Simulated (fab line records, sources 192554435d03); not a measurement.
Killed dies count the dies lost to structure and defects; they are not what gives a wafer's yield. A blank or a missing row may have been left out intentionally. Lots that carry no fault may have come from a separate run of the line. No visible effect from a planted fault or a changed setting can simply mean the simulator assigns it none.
Matching of chambers / flow n5_finfet / 4 sister chambers for N5_BEOL_M10_ETCH_62 on rie_diel-04
The step etches SOC in N2/H2, target depth 110 nm, overetch 22 nm, time 165 s. 16 wafers are shown with their chamber, then 8 later ones without.

WAFERS PAIRED WITH THEIR CHAMBERS
wafer=L076.3; chamber=0; showerhead_plenum_p_Torr (Torr)=2.42; throttle_valve_pct (%)=18.01; oes_product_au (a.u.)=0.59
wafer=L076.4; chamber=2; showerhead_plenum_p_Torr (Torr)=2.47; throttle_valve_pct (%)=17.60; oes_product_au (a.u.)=0.72
wafer=L076.6; chamber=3; showerhead_plenum_p_Torr (Torr)=2.41; throttle_valve_pct (%)=17.86; oes_product_au (a.u.)=0.59
wafer=L075.3; chamber=2; showerhead_plenum_p_Torr (Torr)=2.47; throttle_valve_pct (%)=17.59; oes_product_au (a.u.)=0.72
wafer=L075.4; chamber=1; showerhead_plenum_p_Torr (Torr)=2.60; throttle_valve_pct (%)=17.99; oes_product_au (a.u.)=0.59
wafer=L075.6; chamber=2; showerhead_plenum_p_Torr (Torr)=2.47; throttle_valve_pct (%)=17.60; oes_product_au (a.u.)=0.73
wafer=L078.2; chamber=1; showerhead_plenum_p_Torr (Torr)=2.60; throttle_valve_pct (%)=18.00; oes_product_au (a.u.)=0.59
wafer=L078.4; chamber=3; showerhead_plenum_p_Torr (Torr)=2.41; throttle_valve_pct (%)=17.87; oes_product_au (a.u.)=0.58
wafer=L078.5; chamber=1; showerhead_plenum_p_Torr (Torr)=2.60; throttle_valve_pct (%)=17.97; oes_product_au (a.u.)=0.59
wafer=L079.3; chamber=1; showerhead_plenum_p_Torr (Torr)=2.60; throttle_valve_pct (%)=17.97; oes_product_au (a.u.)=0.59
wafer=L079.4; chamber=3; showerhead_plenum_p_Torr (Torr)=2.41; throttle_valve_pct (%)=17.87; oes_product_au (a.u.)=0.58
wafer=L079.6; chamber=3; showerhead_plenum_p_Torr (Torr)=2.41; throttle_valve_pct (%)=17.87; oes_product_au (a.u.)=0.59
wafer=L081.1; chamber=2; showerhead_plenum_p_Torr (Torr)=2.46; throttle_valve_pct (%)=17.59; oes_product_au (a.u.)=0.72
wafer=L081.2; chamber=1; showerhead_plenum_p_Torr (Torr)=2.60; throttle_valve_pct (%)=17.98; oes_product_au (a.u.)=0.59
wafer=L081.5; chamber=3; showerhead_plenum_p_Torr (Torr)=2.41; throttle_valve_pct (%)=17.87; oes_product_au (a.u.)=0.59
wafer=L084.1; chamber=2; showerhead_plenum_p_Torr (Torr)=2.45; throttle_valve_pct (%)=17.65; oes_product_au (a.u.)=0.70

SIGNATURES, as means of the wafers listed above
reading=showerhead_plenum_p_Torr; chamber 0=2.4200; chamber 1=2.6000; chamber 2=2.4640; chamber 3=2.4100; scatter within a chamber=0.00516
reading=throttle_valve_pct; chamber 0=18.0100; chamber 1=17.9820; chamber 2=17.6060; chamber 3=17.8680; scatter within a chamber=0.0165
reading=oes_product_au; chamber 0=0.5900; chamber 1=0.5900; chamber 2=0.7180; chamber 3=0.5860; scatter within a chamber=0.00707
Rule: a wafer lies at a distance from a chamber equal to the root of the sum of squares, over the readings, of (its reading less the chamber's mean, divided by the reading's scatter). The wafer belongs to the nearest chamber; if the next one is less than 2 further off, it can't be placed. How the scatter is found: for the shown wafers, subtract from each reading the mean of its chamber, square and add these, divide the total by (wafers less chambers), then take the root.

WAFERS WITHOUT THEIR CHAMBER
wafer=L084.5; showerhead_plenum_p_Torr (Torr)=2.45; throttle_valve_pct (%)=17.65; oes_product_au (a.u.)=0.69
wafer=L084.6; showerhead_plenum_p_Torr (Torr)=2.41; throttle_valve_pct (%)=18.08; oes_product_au (a.u.)=0.58
wafer=L094.4; showerhead_plenum_p_Torr (Torr)=2.45; throttle_valve_pct (%)=17.67; oes_product_au (a.u.)=0.68
wafer=L094.5; showerhead_plenum_p_Torr (Torr)=2.40; throttle_valve_pct (%)=18.09; oes_product_au (a.u.)=0.57
wafer=L094.6; showerhead_plenum_p_Torr (Torr)=2.59; throttle_valve_pct (%)=17.67; oes_product_au (a.u.)=0.78
wafer=L096.1; showerhead_plenum_p_Torr (Torr)=2.58; throttle_valve_pct (%)=17.65; oes_product_au (a.u.)=0.78
wafer=L096.2; showerhead_plenum_p_Torr (Torr)=2.45; throttle_valve_pct (%)=17.65; oes_product_au (a.u.)=0.68
wafer=L096.4; showerhead_plenum_p_Torr (Torr)=2.59; throttle_valve_pct (%)=17.66; oes_product_au (a.u.)=0.77

EACH ONE'S CHAMBER
wafer=L084.5; from the rows above=2; in truth=2
wafer=L084.6; from the rows above=0; in truth=0
wafer=L094.4; from the rows above=2; in truth=2
wafer=L094.5; from the rows above=0; in truth=0
wafer=L094.6; from the rows above=2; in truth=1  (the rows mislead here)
wafer=L096.1; from the rows above=2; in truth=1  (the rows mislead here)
wafer=L096.2; from the rows above=2; in truth=2
wafer=L096.4; from the rows above=2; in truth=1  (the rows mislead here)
Placed correctly: 5 of 8. Not placeable from these rows: 0. Placed wrongly: 3.
